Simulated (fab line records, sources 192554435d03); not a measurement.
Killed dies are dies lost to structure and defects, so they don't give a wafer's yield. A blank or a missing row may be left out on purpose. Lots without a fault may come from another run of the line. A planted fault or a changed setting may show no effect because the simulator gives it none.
fab line records | flow n5_finfet
record lots=13 wafers=38 last_day=17
route steps=1938 shown BEOL_M12@1647 PASSIVATION@1936
lots that met no fault: from a run of the same line without faults
start_h: hours from the record's first day to the start of the lot's first wafer shown | wait_h: hours since the lot's step before | " the same as in the row above | L1.1+2: a row that stands for several wafers | - no value, or no start given | * or withheld: withheld | < > ~ a bound
route shown NAME@n: a module of which the file shows steps, and the number in the route of the first | usual: mean/standard deviation of fault-free wafers | same: alike in all rows | chamber/n: place in a boat | sites: the reading at each site | _std_site: their standard deviation | _edge_site: outer sites' mean less inner sites' | radius_mm: how far each site lies from the wafer's centre | mask NAME#n: copy n | behind: the tool/chamber that last shaped the wafer | hold: why the lot was held/for how many hours/how that ended | device: the transistor (n, p or np) that didn't switch | end of line: the same wafers' tests at the end of the route | a step without rows: its recipe alone | killed: dies lost to structure and defects at the first sort, not the wafer's yield | map: a wafer's dies, x killed, . not, _ none there
set.NAME: the setting as run; set.NAME@STEP: as run at that earlier step | model.NAME: the simulator's own value behind a step, which no gauge read
steps of the route over a sample of lots; a table a step, a row a wafer
## steps
# step N5_BEOL_M12_PRE_CLEAN_42
# recipe gas=H2/He time_s=30 temp_c=250
# usual heater_power_w=339/35
# columns lot.wafer tool chamber start_h wait_h heater_power_w
L807.2 pvd_sputter-02 - 250.98 0.0 327
L807.5 " - " " 307
L807.6 " - " " 333
L805.2 pvd_sputter-02 - 253.60 0.0 413
L805.5 " - " " 318
L806.3 pvd_sputter-02 - 254.24 0.0 403
L806.5 " - " " 333
L806.6 " - " " 312
L809.3 pvd_sputter-01 - 275.96 0.0 337
L809.4 " - " " 270
L809.6 " - " " 388
L810.2 pvd_sputter-03 - 276.26 0.0 328
L810.3 " - " " 369
L810.4 " - " " 332
L811.2 pvd_sputter-01 - 278.28 0.0 357
L811.4 " - " " 335
L811.6 " - " " 265
L814.3 pvd_sputter-02 - 299.24 0.0 326
L814.4 " - " " 329
L814.5 " - " " 410
L815.2 pvd_sputter-03 - 303.66 0.0 325
L815.4 " - " " 359
L815.6 " - " " 326
L817.2 pvd_sputter-02 - 313.80 0.0 304
L817.3 " - " " 315
L817.6 " - " " 320
L819.1 pvd_sputter-02 - 334.82 0.0 311
L819.2 " - " " 333
L819.3 " - " " 408
L825.1 pvd_sputter-01 - 362.65 0.0 341
L825.5 " - " " 328
L825.6 " - " " 270
L826.1 pvd_sputter-01 - 365.03 0.0 388
L826.3 " - " " 267
L826.4 " - " " 336
L827.1 pvd_sputter-03 - 374.75 0.0 332
L827.3 " - " " 355
L827.4 " - " " 364
# step N5_BEOL_M12_SPUTTER_43
# recipe material=TaN target_thk_a=150 temp_c=50 bias_v=168.6 power_w=15000 chamber_pressure_pa=0.12 time_s=24.19
# usual cathode_dc_power_W=15000/2.8 throttle_valve_pct=29.9/1.2
# columns lot.wafer tool chamber start_h wait_h cathode_dc_power_W throttle_valve_pct
L807.2 pvd_sputter-02 - 251.02 0.0 15001 29.4
L807.5 " - " " 14996 31.2
L807.6 " - " " 14998 29.6
L805.2 pvd_sputter-02 - 253.64 0.0 15005 30.2
L805.5 " - " " 15000 28.2
L806.3 pvd_sputter-02 - 254.28 0.0 15000 29.8
L806.5 " - " " 14994 29.5
L806.6 " - " " 14998 31.3
L809.3 pvd_sputter-01 - 276.00 0.0 15003 32.0
L809.4 " - " " 15005 30.9
L809.6 " - " " 15000 27.7
L810.2 pvd_sputter-03 - 276.30 0.0 14996 30.3
L810.3 " - " " 14998 29.4
L810.4 " - " " 15005 30.3
L811.2 pvd_sputter-01 - 278.32 0.0 15002 29.1
L811.4 " - " " 14996 31.7
L811.6 " - " " 15002 31.3
L814.3 pvd_sputter-02 - 299.28 0.0 14999 28.1
L814.4 " - " " 14996 29.7
L814.5 " - " " 14997 29.9
L815.2 pvd_sputter-03 - 303.70 0.0 15004 30.4
L815.4 " - " " 15001 29.5
L815.6 " - " " 15001 30.4
L817.2 pvd_sputter-02 - 313.84 0.0 13988 31.1
L817.3 " - " " 13993 28.3
L817.6 " - " " 13990 28.4
L819.1 pvd_sputter-02 - 334.86 0.0 13991 28.4
L819.2 " - " " 13991 29.2
L819.3 " - " " 13994 30.1
L825.1 pvd_sputter-01 - 362.69 0.0 15004 31.8
L825.5 " - " " 15002 31.9
L825.6 " - " " 15007 30.9
L826.1 pvd_sputter-01 - 365.07 0.0 14995 27.8
L826.3 " - " " 14997 30.9
L826.4 " - " " 15001 32.1
L827.1 pvd_sputter-03 - 374.79 0.0 14996 30.3
L827.3 " - " " 14998 29.1
L827.4 " - " " 15002 28.9
# step N5_BEOL_M12_THK_MEAS_50
# recipe thk_meas_gauge=xrf reads=Cu_of_BEOL_M12_ECD_47
# usual M12_THK=314/6
# columns lot.wafer tool chamber start_h wait_h M12_THK[nm]
L807.2 film_metro-02 - 252.03 - 316
L807.5 " - " " 316
L807.6 " - " " 308
L805.2 film_metro-01 - 254.65 - 310
L805.5 " - " " 308
L806.3 film_metro-01 - 255.83 - 317
L806.5 " - " " 318
L806.6 " - " " 307
L809.3 film_metro-01 - 278.02 - 309
L809.4 " - " " 315
L809.6 " - " " 316
L810.2 film_metro-01 - 278.25 - 313
L810.3 " - " " 306
L810.4 " - " " 323
L811.2 film_metro-01 - 279.33 - 318
L811.4 " - " " 316
L811.6 " - " " 318
L814.3 film_metro-02 - 300.44 - 324
L814.4 " - " " 311
L814.5 " - " " 315
L815.2 film_metro-01 - 305.54 - 304
L815.4 " - " " 311
L815.6 " - " " 321
L817.2 film_metro-01 - 314.85 - 326
L817.3 " - " " 319
L817.6 " - " " 326
L819.1 film_metro-01 - 335.88 - 330
L819.2 " - " " 321
L819.3 " - " " 318
L825.1 film_metro-02 - 363.70 - 315
L825.5 " - " " 314
L825.6 " - " " 308
L826.1 film_metro-01 - 366.26 - 308
L826.3 " - " " 316
L826.4 " - " " 312
L827.1 film_metro-02 - 375.86 - 322
L827.3 " - " " 320
L827.4 " - " " 316
# step N5_BEOL_M12_INSPECT_55
# recipe inspect_instrument=darkfield mode=post_dep
# usual raw_defect_count=72/23
# columns lot.wafer tool chamber start_h wait_h raw_defect_count
L807.2 defect_inspect-02 - 252.19 0.0 69
L807.5 " - " " 35
L807.6 " - " " 46
L805.2 defect_inspect-01 - 254.81 0.0 141
L805.5 " - " " 91
L806.3 defect_inspect-01 - 255.98 0.0 84
L806.5 " - " " 126
L806.6 " - " " 74
L809.3 defect_inspect-02 - 278.17 0.0 73
L809.4 " - " " 52
L809.6 " - " " 54
L810.2 defect_inspect-02 - 278.40 0.0 105
L810.3 " - " " 74
L810.4 " - " " 91
L811.2 defect_inspect-01 - 279.48 0.0 70
L811.4 " - " " 78
L811.6 " - " " 58
L814.3 defect_inspect-01 - 300.59 0.0 62
L814.4 " - " " 85
L814.5 " - " " 75
L815.2 defect_inspect-01 - 305.69 0.0 73
L815.4 " - " " 105
L815.6 " - " " 94
L817.2 defect_inspect-01 - 315.00 0.0 77
L817.3 " - " " 73
L817.6 " - " " 62
L819.1 defect_inspect-02 - 336.03 0.0 73
L819.2 " - " " 85
L819.3 " - " " 87
L825.1 defect_inspect-01 - 363.86 0.0 61
L825.5 " - " " 66
L825.6 " - " " 110
L826.1 defect_inspect-02 - 366.41 0.0 60
L826.3 " - " " 70
L826.4 " - " " 86
L827.1 defect_inspect-02 - 376.01 0.0 66
L827.3 " - " " 39
L827.4 " - " " 42
# step N5_PASSIVATION_PROBE_49
# usual defect_limited_yield=90.9/1.6 killed_at_M0_to_M3=34/11 killed_at_M4_up=14/5.7 killed_at_contacts=13/6.5 killed_at_front_end=43/11 killed_at_other=4/3.1 killed_dies=107/19 killed_open=71/14 killed_short=35/7.9 sort_bin_5_function=5.3/1.1 sort_bin_6_memory=3.4/0.74 sort_n_pass=1073/19 sort_yield_pct=90.9/1.6
# same gross_dies=1180 killed_at_back_side=0 sort_bin_4_leakage[%]=0 sort_bin_8_speed[%]=0
# columns lot.wafer tool chamber start_h wait_h defect_limited_yield[%] killed_at_M0_to_M3 killed_at_M4_up killed_at_contacts killed_at_front_end killed_at_other killed_dies killed_open killed_short sort_bin_5_function[%] sort_bin_6_memory[%] sort_n_pass sort_yield_pct[%]
L809.3 prober-02 - 310.36 0.1 89.7 39 9 12 60 1 121 81 39 6.0 3.6 1059 89.7
L809.4 prober-02 - 310.41 0.2 90.5 32 19 13 46 2 112 76 35 4.8 4.4 1068 90.5
L809.6 prober-02 - 310.51 0.3 91.4 26 5 14 46 11 102 65 30 4.4 3.8 1078 91.4
L814.3 prober-01 - 331.86 0.1 92.2 27 24 9 30 2 92 73 19 4.3 3.5 1088 92.2
L814.4 prober-01 - 331.91 0.2 93.8 17 14 7 34 1 73 45 28 3.9 2.1 1107 93.8
L814.5 prober-01 - 331.96 0.2 91.8 31 20 23 20 3 97 64 33 4.7 3.1 1083 91.8
L817.2 prober-01 - 347.68 0.1 92.8 19 12 12 40 2 85 58 27 4.4 2.6 1095 92.8
L817.3 prober-01 - 347.73 0.1 89.9 25 10 8 65 11 119 65 53 6.2 3.5 1061 89.9
L817.6 prober-01 - 347.88 0.3 90.6 30 13 12 48 8 111 75 35 5.4 3.5 1069 90.6
L819.1 prober-01 - 370.13 0.0 94.5 22 6 4 31 2 65 40 23 3.3 2.0 1115 94.5
L819.2 prober-01 - 370.18 0.1 91.5 31 14 6 40 9 100 63 37 5.2 3.0 1080 91.5
L819.3 prober-01 - 370.23 0.1 92.4 23 10 9 45 3 90 46 44 3.6 3.6 1090 92.4
L825.1 prober-01 - 392.62 0.0 91.9 41 11 8 35 1 96 59 37 4.7 3.3 1084 91.9
L825.5 prober-01 - 392.82 0.2 89.2 39 17 8 63 0 127 83 43 5.6 4.7 1053 89.2
L825.6 prober-01 - 392.87 0.3 89.2 34 29 15 45 5 128 80 48 6.5 4.1 1052 89.2
# killed by level:class
L809.3 FIN_SAQP:geometric_particle:short=12 BEOL_M0_SAQP:geometric_particle:open=12 BEOL_M1:geometric_particle:open=12 FIN_SAQP:geometric_particle:open=11 STI_FIN_REVEAL:geometric_particle:open=11 MOL_CONTACT_COAG:geometric_particle:open=9 GATE_CUT:geometric_particle:short=8 GATE_CUT:geometric_particle:open=5
L809.4 STI_FIN_REVEAL:geometric_particle:open=13 MOL_CONTACT_COAG:geometric_particle:open=11 FIN_SAQP:geometric_particle:open=8 FIN_SAQP:geometric_particle:short=8 BEOL_M4:geometric_particle:open=8 BEOL_M0_SAQP:geometric_particle:open=6 ILD0:geometric_particle:short=5 BEOL_M1:geometric_particle:short=5
L809.6 FIN_SAQP:geometric_particle:open=17 BEOL_M0_SAQP:geometric_particle:open=10 STI_FIN_REVEAL:geometric_particle:open=9 MOL_CONTACT_COAG:geometric_particle:open=8 FIN_SAQP:geometric_particle:short=7 BEOL_M3:geometric_particle:open=6 PASSIVATION:area_etch=6 MOL_CONTACT_COAG:geometric_particle:short=5
L814.3 STI_FIN_REVEAL:geometric_particle:open=9 DUMMY_GATE:geometric_particle:open=8 MOL_CONTACT_COAG:geometric_particle:open=8 BEOL_M2:geometric_particle:open=8 BEOL_M3:geometric_particle:open=6 BEOL_M5:geometric_particle:open=5 BEOL_M0_SAQP:geometric_particle:open=4 BEOL_M4:geometric_particle:open=4
L814.4 MOL_CONTACT_COAG:geometric_particle:open=7 DUMMY_GATE:geometric_particle:open=6 BEOL_M4:geometric_particle:open=6 BEOL_M2:geometric_particle:open=5 FIN_SAQP:geometric_particle:short=5 BEOL_M0_SAQP:geometric_particle:short=5 STI_FIN_REVEAL:geometric_particle:open=4 FIN_SAQP:geometric_particle:open=3
L814.5 MOL_CONTACT_COAG:geometric_particle:open=19 BEOL_M4:geometric_particle:open=16 BEOL_M0_SAQP:geometric_particle:short=15 STI_FIN_REVEAL:geometric_particle:open=7 BEOL_M0_SAQP:geometric_particle:open=6 MOL_CONTACT_COAG:geometric_particle:short=4 STI_FIN_REVEAL:geometric_particle:short=3 BEOL_M3:geometric_particle:open=3
L817.2 MOL_CONTACT_COAG:geometric_particle:open=10 FIN_SAQP:geometric_particle:short=6 STI_FIN_REVEAL:geometric_particle:open=6 BEOL_M2:geometric_particle:open=6 DUMMY_GATE:geometric_particle:open=5 BEOL_M4:geometric_particle:open=5 FIN_SAQP:geometric_particle:open=4 GATE_CUT:geometric_particle:open=4
L817.3 FIN_SAQP:geometric_particle:short=17 FIN_SAQP:geometric_particle:open=12 STI_FIN_REVEAL:geometric_particle:open=9 BEOL_M2:geometric_particle:open=9 ILD0:geometric_particle:open=5 GATE_CUT:geometric_particle:short=5 BEOL_M3:geometric_particle:short=5 MIM_BOT:geometric_particle:open=5
L817.6 STI_FIN_REVEAL:geometric_particle:open=14 MOL_CONTACT_COAG:geometric_particle:open=10 BEOL_M2:geometric_particle:open=8 FIN_SAQP:geometric_particle:short=6 DUMMY_GATE:geometric_particle:open=6 BEOL_M0_SAQP:geometric_particle:short=6 FIN_SAQP:geometric_particle:open=5 BEOL_M0_SAQP:geometric_particle:open=5
L819.1 BEOL_M3:geometric_particle:open=6 GATE_CUT:geometric_particle:open=5 BEOL_M0_SAQP:geometric_particle:short=5 STI_FIN_REVEAL:geometric_particle:open=4 DUMMY_GATE:geometric_particle:open=4 GATE_CUT:geometric_particle:short=4 MOL_CONTACT_COAG:geometric_particle:open=3 BEOL_M1:geometric_particle:open=3
L819.2 BEOL_M3:geometric_particle:open=8 BEOL_M0_SAQP:geometric_particle:short=6 FIN_SAQP:geometric_particle:open=5 STI_FIN_REVEAL:geometric_particle:open=5 DUMMY_GATE:geometric_particle:open=5 GATE_CUT:geometric_particle:short=5 BEOL_M2:geometric_particle:open=5 MOL_CONTACT_COAG:geometric_particle:open=4
L819.3 FIN_SAQP:geometric_particle:short=9 GATE_CUT:geometric_particle:short=8 STARTING-WAFER:geometric_particle:short=8 MOL_CONTACT_COAG:geometric_particle:open=6 BEOL_M3:geometric_particle:short=5 BEOL_M3:geometric_particle:open=5 BEOL_M4:geometric_particle:open=5 FIN_SAQP:geometric_particle:open=4
L825.1 BEOL_M0_SAQP:geometric_particle:open=9 BEOL_M0_SAQP:geometric_particle:short=8 FIN_SAQP:geometric_particle:open=7 MOL_CONTACT_COAG:geometric_particle:open=7 FIN_SAQP:geometric_particle:short=6 BEOL_M0:geometric_particle:short=5 BEOL_M4:geometric_particle:open=5 ILD0:geometric_particle:open=4
L825.5 FIN_SAQP:geometric_particle:open=18 FIN_SAQP:geometric_particle:short=16 ILD0:geometric_particle:open=9 BEOL_M2:geometric_particle:open=8 BEOL_M0:geometric_particle:open=7 BEOL_M4:geometric_particle:open=6 MOL_CONTACT_COAG:geometric_particle:open=6 BEOL_M0_SAQP:geometric_particle:short=6
L825.6 FIN_SAQP:geometric_particle:open=15 BEOL_M4:geometric_particle:open=12 MOL_CONTACT_COAG:geometric_particle:open=11 BEOL_M0_SAQP:geometric_particle:open=9 FIN_SAQP:geometric_particle:short=8 BEOL_M0_SAQP:geometric_particle:short=8 BEOL_M2:geometric_particle:open=6 MOL_CONTACT_COAG:geometric_particle:short=4
## key
first_sign step=N5_BEOL_M12_SPUTTER_43 reading=cathode_dc_power_W direction=down sigmas=99+ usual=* struck=*
effect none on later readings
met_at N5_BEOL_M12_SPUTTER_43
struck_lots L817,L819
not_acting_at N5_BEOL_M12_PRE_CLEAN_42,N5_BEOL_M12_THK_MEAS_50,N5_BEOL_M12_INSPECT_55
onset_between 299.28 313.84
fault kind=process_parameter_drift tool=pvd_sputter-02 chamber=- onset_h=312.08 steps=N5_BEOL_M12_SPUTTER_43 channel=power_w offset=* shape=step end_h=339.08 acts_in=* stated=*
